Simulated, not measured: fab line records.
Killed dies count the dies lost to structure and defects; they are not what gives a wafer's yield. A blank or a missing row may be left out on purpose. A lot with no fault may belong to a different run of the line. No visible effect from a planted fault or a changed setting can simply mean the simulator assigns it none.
Matching of chambers	flow n5 finfet	4 sister chambers for N5_HKMG_FIN_ETCH_86 on rie diel-06
The step etches SOC in N2/H2, stops on TiN, target depth 393.2 nm. 20 wafers are shown with their chamber, then 10 later ones without.

== WAFERS WITH THEIR CHAMBER ==
wafer	chamber	showerhead plenum p Torr (Torr)	drypump motor current A (A)	throttle valve pct (%)
L079.1	3	2.42	4.9	17.64
L079.2	2	2.63	5.6	17.78
L079.3	0	2.59	5.2	17.39
L080.1	1	2.57	5.6	17.74
L080.2	3	2.42	4.9	17.64
L080.4	0	2.59	5.2	17.38
L083.1	0	2.58	5.2	17.41
L083.3	2	2.63	5.7	17.80
L083.5	0	2.58	5.2	17.40
L087.1	2	2.62	5.6	17.82
L087.2	1	2.57	5.5	17.78
L087.5	1	2.57	5.6	17.78
L088.1	3	2.41	5.0	17.67
L088.3	1	2.56	5.6	17.78
L088.6	2	2.62	5.6	17.80
L089.2	1	2.56	5.6	17.79
L089.3	3	2.41	4.9	17.67
L089.5	3	2.41	4.9	17.68
L091.2	0	2.58	5.2	16.96
L091.4	1	2.56	5.5	17.79

SIGNATURES, as means of the wafers listed above
reading	chamber 0	chamber 1	chamber 2	chamber 3	scatter within a chamber
showerhead plenum p Torr	2.5840	2.5650	2.6250	2.4140	0.00553
drypump motor current A	5.200	5.567	5.625	4.920	0.0425
throttle valve pct	17.3080	17.7767	17.8000	17.6600	0.0987
Rule: distance of a wafer from a chamber = root of the sum over the readings of ((wafer's reading minus chamber's mean) / reading's scatter) squared. The wafer belongs to the nearest chamber; if the next one is less than 2 further off, it can't be placed. The scatter: the root of (the sum of the squares of (reading less its chamber's mean) over the shown wafers, divided by (wafers less chambers)).

== WAFERS WHOSE CHAMBER IS MISSING ==
wafer	showerhead plenum p Torr (Torr)	drypump motor current A (A)	throttle valve pct (%)
L091.6	2.58	5.2	16.95
L092.3	2.58	5.2	16.96
L092.4	2.62	5.6	17.83
L092.5	2.58	5.2	16.97
L094.1	2.56	5.6	17.81
L094.2	2.61	5.6	17.83
L094.3	2.58	5.2	16.97
L094.4	2.56	5.6	17.80
L094.5	2.58	5.2	16.96
L094.6	2.61	5.6	17.83

== EACH ONE'S CHAMBER ==
wafer	from the rows above	in truth
L091.6	0	0
L092.3	0	0
L092.4	2	2
L092.5	0	0
L094.1	1	1
L094.2	2	2
L094.3	0	0
L094.4	1	1
L094.5	0	0
L094.6	2	2
Correct placement for 10 of the 10. Not placeable from these rows: 0. Wrongly placed: 0.
